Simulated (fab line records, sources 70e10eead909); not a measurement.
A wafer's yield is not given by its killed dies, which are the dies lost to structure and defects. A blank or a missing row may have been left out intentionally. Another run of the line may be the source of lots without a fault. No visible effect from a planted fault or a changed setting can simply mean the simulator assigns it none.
A lot that was struck, set against a sound lot -- flow nand harc -- 36 steps out of a route of 1302
Sound: these wafers, L304.1, L304.2, L304.6. Struck: wafers L295.3, L295.4. (L295.1 of the same lot was not struck and is left out.) The cause comes at the end.
For every step that has rows: the tool of each side, followed by ch and its chambers, followed by its first start. Under that, the readings that differ: sound wafers -- struck wafers -- difference of the means -- sigmas: that difference in standard deviations of wafers without a fault.
alike: readings whose means differ by less than 2 such deviations, and words and numbers that are the same on both sides. not compared: withheld readings, readings that some wafer has no value for, bounds like >300 that may hide the same value, and numbers for which the record gives no deviation and whose values overlap.
The two part at a step that has a row with sigmas, a row that says differs or no value, or rows on one side only. Non-overlapping numbers with no deviation appear without sigmas and do not part them. A reading that every wafer of one side lacks parts them only if that side has two wafers or more.

first, 9 steps without rows for these wafers: NHARC_P_M2_STRIP_19 (strips in post etch residue remover, time 600 s); NHARC_P_M2_DEGAS_29 (time 60 s); NHARC_P_M2_PRE_CLEAN_30 (time 30 s); NHARC_P_M2_PVD_20 (deposits TaN, target thk 5 nm, time 8.06 s); NHARC_P_M2_PVD_21 (deposits Cu, target thk 30 nm, time 20.49 s); NHARC_P_M2_ECD_22 (material Cu, target thk 400 nm); NHARC_P_M2_ANNEAL_31 (time 90 s); NHARC_P_M2_CMP_23 (polishes, t overpolish 20 s, target thk 144.3 nm); NHARC_P_M2_SRD_25.
NHARC_P_M2_PRE_CLEAN_32: time 12 s.
  sound on pecvd-01 ch 0,1,2, day 14 16:19; struck on pecvd-01 ch 0, day 10 15:59
  alike: heater power outer w, heater power w, rf fwd power W, susceptor temp C
then, 25 steps without rows for these wafers: NHARC_P_M2_DEP_33 (deposits SiCN, target thk 30 nm); NHARC_P_BONDPAD_DEP_00 (deposits SiCN, target thk 250 nm); NHARC_P_BONDPAD_CMP_32 (polishes SiCN, target thk 200 nm); NHARC_P_BONDPAD_SRD_34; NHARC_P_BONDPAD_DEHYDRATE_01 (time 120 s); NHARC_P_BONDPAD_HMDS_02 (time 30 s); NHARC_P_BONDPAD_COAT_36 (time 65 s); NHARC_P_BONDPAD_COAT_03 (resist thk 600 nm); NHARC_P_BONDPAD_SOFTBAKE_04 (time 70 s); NHARC_P_BONDPAD_EBR_05; NHARC_P_BONDPAD_EXPOSE_06 (exposes mask P BPAD); NHARC_P_BONDPAD_PEB_07 (peb time 80 s); NHARC_P_BONDPAD_DEVELOP_08 (time 50 s); NHARC_P_BONDPAD_HARDBAKE_10 (time 65 s); NHARC_P_BONDPAD_DESCUM_11 (chemistry O2, time 3 s); NHARC_P_BONDPAD_ETCH_37 (etches the open film in N2/H2, target depth 60 nm, overetch 18 nm, time 65.91 s); NHARC_P_BONDPAD_ETCH_12 (etches the open film in CHF3/O2, target depth 200 nm, time 100 s); NHARC_P_BONDPAD_STRIP_15 (strips in O2); NHARC_P_BONDPAD_ETCH_24 (etches the open film in CF4/N2, target depth 30 nm, time 72.99 s); NHARC_P_BONDPAD_STRIP_16 (strips in post etch residue remover, time 600 s); NHARC_P_BONDPAD_DEGAS_25 (time 60 s); NHARC_P_BONDPAD_PRE_CLEAN_26 (time 30 s); NHARC_P_BONDPAD_PVD_17 (deposits TaN, target thk 5 nm, time 8.06 s); NHARC_P_BONDPAD_PVD_27 (deposits Cu, target thk 30 nm, time 20.49 s); NHARC_P_BONDPAD_ECD_18 (material Cu, target thk 400 nm).
-- the record jumps here: 18 days lie between the struck wafers' starts before and after (it left off in module P_BONDPAD and takes up again in module END, whose first step shown is number 1302 of the route) --
NHARC_END_SORT_01:
  at this point the record logs the struck wafers (prober-02 ch 0, day 28 13:11) and has no rows for the sound ones

## WHERE THEY PART
Only at NHARC_END_SORT_01, within this record.

WHY: what the simulator had put in
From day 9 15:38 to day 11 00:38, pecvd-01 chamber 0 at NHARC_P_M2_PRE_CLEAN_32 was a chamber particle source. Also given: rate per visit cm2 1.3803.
